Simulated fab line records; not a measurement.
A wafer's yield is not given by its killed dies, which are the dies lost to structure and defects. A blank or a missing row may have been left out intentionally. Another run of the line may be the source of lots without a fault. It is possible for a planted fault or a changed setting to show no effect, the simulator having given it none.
Code-filled problem report in 8D (eight disciplines) form	flow n5 finfet	the parts of the form that need people (team, actions taken, sign-off) are left out

## 1. PROBLEM STATEMENT
Wafers without a fault read 28.8 s, standard deviation 0.67; barrier field endpoint s at N5_BEOL_M8_CMP_52 reads a mean of 16.2 s on 2 wafers belonging to 2 lots. Measured from the usual mean, that is -19 standard deviations.
The step: polishes, stops on SiCOH lowk, t overpolish 6.9 s, target thk 80 nm.
The first sign was on wafer L363.6 at day 10 09:36, on cmp-02. The record has a number at this step for 32 wafers belonging to 11 lots. By rule, "out" or "out of limits" means more than 4 standard deviations away from the usual mean. All remaining wafers that have a number are taken as sound.

## 2. WHAT THIS IS AND IS NOT
question	is	is not
which readings at this step	barrier field endpoint s, time to endpoint s	clearing platen down force psi, head pressure psi, motor current A, overpolish run s
which lots	L363, L364	L358, L359, L361, L371, L374, L376, L378, L379, L380
which wafers of those lots	L363.6, L364.3	L363.1, L363.4, L364.5
read on which tools	cmp-02	cmp-01, cmp-03
when	from day 10 09:36	up to then (11 sound wafers); but 19 sound wafers of L364, L371, L374, L376, L378, L379, L380 came after

## 3. WHAT RULES OUT EACH SUSPECT
Counting: if a tool at a process step up to the reading ran every lot that is out, it stays a suspect. Sound lots after the first of them don't rule it out here, since some wafers of a struck lot are sound.
- rie diel-05 at N5_BEOL_M8_STRIP_36 (strips in N2/H2): kept. It ran every lot that is out, first L363 (day 10 07:35).
- cmp-02 at N5_BEOL_M8_CMP_52 (polishes, stops on SiCOH lowk, t overpolish 6.9 s, target thk 80 nm): kept. Ran every lot that is out, first one L363 (day 10 09:36); last sound lot up to then L361 (day 10 08:29). Out on those wafers are its own readings of barrier field endpoint s, time to endpoint s.
Left after counting: rie diel-05 at N5_BEOL_M8_STRIP_36, cmp-02 at N5_BEOL_M8_CMP_52.

## 4. THE CAUSE (what the simulator had put in)
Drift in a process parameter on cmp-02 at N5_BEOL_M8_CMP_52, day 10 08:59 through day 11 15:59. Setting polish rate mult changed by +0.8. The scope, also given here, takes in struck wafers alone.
Of the 2 suspects that counting leaves, this tool is one.

## 5. THE EFFECT CHAIN, in route order
Each row: a reading whose mean over the struck wafers that have a number lies more than 3 standard deviations from the usual. Only readings for which the record gives a usual standard deviation are gone through. hours: the time from each lot's start at the first step in this table that gives one to its start at this step, as a median over the lots. sigmas: the change in usual standard deviations.
hours	step	reading	usual	on struck wafers	change	sigmas
0	N5_BEOL_M8_CMP_52	barrier field endpoint s	28.8 s	16.2	-12.6	-19
0	N5_BEOL_M8_CMP_52	time to endpoint s	62.0 s	34.7	-27.3	-10
Process steps it contains:
- N5_BEOL_M8_CMP_52: polishes, stops on SiCOH lowk, t overpolish 6.9 s, target thk 80 nm.
Later steps that measure or inspect, where all struck wafers having a row at the step show a number for every such reading and not one has moved that far: N5_BEOL_M9_THK_MEAS_01.

## 6. WHAT WOULD HAVE CAUGHT IT SOONER
In this record the first reading out of limits was taken at day 10 09:36, 1 hour after the fault began at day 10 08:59.
